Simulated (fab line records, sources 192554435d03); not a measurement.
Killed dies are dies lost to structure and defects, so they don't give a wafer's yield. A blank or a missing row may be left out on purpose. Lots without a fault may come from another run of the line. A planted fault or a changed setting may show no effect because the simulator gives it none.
Chamber matching | flow n5_finfet | N5_MOL_CONTACT_COAG_ALD_133 on ald_sin-01: 4 sister chambers
The step deposits SiO2, target thk 5 nm, pulse time 1 s, co reactant pulse time 1 s. 4 wafers are shown with their chamber, then 7 later ones without.

WAFERS WITH THEIR CHAMBER
wafer  | chamber | heater_power_w (W)
L088.3 | 0       | 78
L088.6 | 1       | 82
L093.1 | 3       | 75
L093.5 | 2       | 97

WAFERS WITHOUT THEIR CHAMBER
wafer  | heater_power_w (W)
L093.6 | 84
L096.1 | 83
L096.4 | 74
L096.6 | 78
L097.1 | 99
L097.2 | 79
L097.4 | 75

WHICH CHAMBER EACH WENT THROUGH
wafer  | from the rows above     | in truth
L093.6 | 1                       | 1
L096.1 | 1                       | 1
L096.4 | 3                       | 3
L096.6 | 0                       | 0
L097.1 | 2                       | 2
L097.2 | can't be placed: 0 or 1 | 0
L097.4 | 3                       | 3
Placed correctly: 6 of 7. Can't be placed from these rows: 1 (the true chamber is among the candidates in 1). Placed wrongly: 0.
How it was worked out, from the rows above alone: a wafer's distance from a chamber is the root of the sum, over the readings, of the square of ((its reading less the chamber's mean) divided by the reading's scatter). The wafer belongs to the nearest chamber; if the next one is less than 2 further off, it can't be placed. A chamber's mean is the mean of its shown wafers. The scatter: with one shown wafer a chamber, the root of the mean of the squares of how far each hidden wafer lies from its nearest shown one.
